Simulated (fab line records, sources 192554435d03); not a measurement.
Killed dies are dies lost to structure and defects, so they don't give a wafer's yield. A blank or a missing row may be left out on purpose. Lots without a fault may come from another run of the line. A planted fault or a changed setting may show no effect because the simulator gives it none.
A struck lot beside a sound one | flow n5_finfet | 16 steps out of a route of 1938
Sound: wafers L374.2, L374.3, L374.6. Struck: wafer L380.1. (L380.2, L380.3 of the same lot were not struck and are left out.) The cause comes at the end.
At each step with rows: each side's tool, then ch and its chambers, then its first start. Under that, the readings that differ: sound wafers | struck wafers | difference of the means | sigmas: that difference in standard deviations of wafers without a fault.
alike: readings whose means differ by less than 2 such deviations, and words and numbers that are the same on both sides. not compared: withheld readings, readings that some wafer has no value for, bounds like >300 that may hide the same value, and numbers for which the record gives no deviation and whose values overlap.
The two part at a step that has a row with sigmas, a row that says differs or no value, or rows on one side only. Numbers that don't overlap but have no deviation are shown without sigmas and don't part them. A reading that every wafer of one side lacks parts them only if that side has two wafers or more.

N5_BEOL_M2_ETCH_41: etches SiCN in CH3F/O2, target depth 29.9 nm, time 52.5 s.
  sound on rie_diel-04 ch 1,2,3; struck on rie_diel-04 ch 0
  alike: drypump_motor_current_A, oes_product_au, rf_vpp_V, showerhead_plenum_p_Torr, throttle_valve_pct
  not compared: rf_hours_counter_h
N5_BEOL_M2_STRIP_97: strips in N2/H2, time 10 s.
  sound on rie_diel-04 ch 1,2,3; struck on rie_diel-04 ch 0
  alike: drypump_motor_current_A, oes_product_au, rf_vpp_V, showerhead_plenum_p_Torr, throttle_valve_pct
  not compared: rf_hours_counter_h
N5_BEOL_M2_OCD_MEAS_38:
  sound on ocd-02, day 7 13:24; struck on ocd-01, day 8 21:16
  alike: trench_depth_nm
then, 4 steps without rows for these wafers: N5_BEOL_M2_HM_STRIP_39 (strips TiN in peroxide tin strip, target depth 25 nm, time 158 s); N5_BEOL_M2_SRD_40 (time 30 s); N5_BEOL_M2_PRECLEAN_42 (cleans in residue remover, time 60 s); N5_BEOL_M2_SRD_43 (time 30 s).
N5_BEOL_M2_CD_MEAS_35: target cd 18 nm, target cd y 22.2 nm.
  sound on cd_sem-02, day 7 13:33; struck on cd_sem-03, day 8 21:25
  alike: cd_nm
then, 1 step without rows for these wafers: N5_BEOL_M2_DEGAS_44 (time 60 s).
N5_BEOL_M2_PRE_CLEAN_45: time 30 s.
  sound on pvd_sputter-03, day 7 13:50; struck on pvd_sputter-02, day 8 22:50
  alike: heater_power_w
N5_BEOL_M2_ALD_84: deposits TaN, pulse time 2 s, purge time 3 s, co reactant purge time 2 s.
  sound on ald_metal-02 ch 1,3, day 7 13:59; struck on ald_metal-01 ch 3, day 8 23:01
  alike: heater_power_w, precursor_vessel_temp_c
  not compared: since_wet_clean_h
N5_BEOL_M2_SURFACE_TREAT_85:
  sound on pvd_sputter-02, day 7 14:13; struck on pvd_sputter-03, day 8 23:19
  not compared: throttle_valve_pct
N5_BEOL_M2_CVD_47: deposits Co from CCTBA/H2, target thk 3 nm, time 223.8 s.
  sound on cvd_co-01 ch 0,1, day 7 14:17; struck on cvd_co-01 ch 2, day 8 23:22
  reading          | sound             | struck | difference | sigmas
  run_length_s (s) | 246.2 246.2 245.9 | 188.3  | -57.8      | -99 or more
  not compared: since_wet_clean_h
then, 1 step without rows for these wafers: N5_BEOL_M2_SPUTTER_48 (material Cu, target thk 4.5 nm, time 8.29 s).
N5_BEOL_M4_RC_MEAS_101:
  sound on prober-02 ch 0, day 8 23:26; struck on prober-01 ch 0, day 10 14:16
  alike: DIBL_N, DIBL_P, IOFF_N, IOFF_P, ION_N, ION_P, SS_N, SS_P, VT_N, VT_P
-- the record jumps here: 4 days lie between the struck wafers' starts before and after (it left off in module BEOL_M4 and takes up again in module PASSIVATION, whose first step shown is number 1936 of the route) --
N5_PASSIVATION_PROBE_49:
  sound on prober-02, day 14 10:43; struck on prober-02, day 15 02:11
  alike: defect_limited_yield, killed_at_M0_to_M3, killed_at_M4_up, killed_at_contacts, killed_at_front_end, killed_at_other, killed_dies, killed_open, killed_short, sort_bin_5_function, sort_bin_6_memory, sort_n_pass, sort_yield_pct

WHERE THEY PART
Only at N5_BEOL_M2_CVD_47, within this record. Later steps at which nothing parts them and some readings are alike: N5_BEOL_M4_RC_MEAS_101, N5_PASSIVATION_PROBE_49.

WHY: what the simulator had put in
Process parameter drift: cvd_co-01, from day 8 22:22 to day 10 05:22, at N5_BEOL_M2_CVD_47. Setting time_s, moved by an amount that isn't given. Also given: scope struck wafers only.
